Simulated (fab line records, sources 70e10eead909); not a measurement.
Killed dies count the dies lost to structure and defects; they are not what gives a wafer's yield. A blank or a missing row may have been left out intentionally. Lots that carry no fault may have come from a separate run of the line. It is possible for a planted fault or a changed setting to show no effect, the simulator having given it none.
Matching of chambers    flow nand_harc    pecvd-02 running NHARC_P_M2_PRE_CLEAN_32: 3 sister chambers
The step time 12 s. 18 wafers are shown with their chamber, then 9 later ones without.

== WAFERS WITH THEIR CHAMBER ==
wafer   chamber  heater_power_w (W)
L076.2  1        679
L076.4  1        661
L076.5  2        763
L077.3  1        547
L077.4  2        810
L077.6  0        694
L078.2  1        670
L078.3  2        679
L078.5  1        647
L085.1  0        625
L085.4  1        647
L085.5  0        630
L086.1  2        701
L086.4  1        609
L086.6  0        679
L089.1  0        676
L089.2  2        696
L089.5  1        617

SIGNATURES (averages over the wafers above)
reading         chamber 0  chamber 1  chamber 2  scatter within a chamber
heater_power_w  660.80     634.62     729.80     43.9
Rule: for each reading, subtract the chamber's mean from the wafer's reading, divide by that reading's scatter and square the result; add these up over the readings and take the root, which gives the wafer's distance from the chamber. If the next closest chamber is less than 2 further off than the closest, the wafer can't be placed; otherwise it belongs to the closest. How the scatter is found: for the shown wafers, subtract from each reading the mean of its chamber, square and add these, divide the total by (wafers less chambers), then take the root.

== WAFERS WHOSE CHAMBER IS MISSING ==
wafer   heater_power_w (W)
L091.1  727
L091.4  689
L091.6  653
L094.1  757
L094.4  642
L094.6  764
L097.2  536
L097.4  709
L097.6  670

== EACH ONE'S CHAMBER ==
wafer   from the rows above           in truth
L091.1  can't be placed: 2 or 0       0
L091.4  can't be placed: 0 or 2 or 1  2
L091.6  can't be placed: 0 or 1 or 2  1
L094.1  can't be placed: 2 or 0       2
L094.4  can't be placed: 1 or 0 or 2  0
L094.6  can't be placed: 2 or 0       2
L097.2  can't be placed: 1 or 0       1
L097.4  can't be placed: 2 or 0 or 1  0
L097.6  can't be placed: 0 or 1 or 2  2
Correctly placed: 0 of 9. Unplaceable from these rows: 9, with the true chamber sitting among the candidates in 9. Wrongly placed: 0.
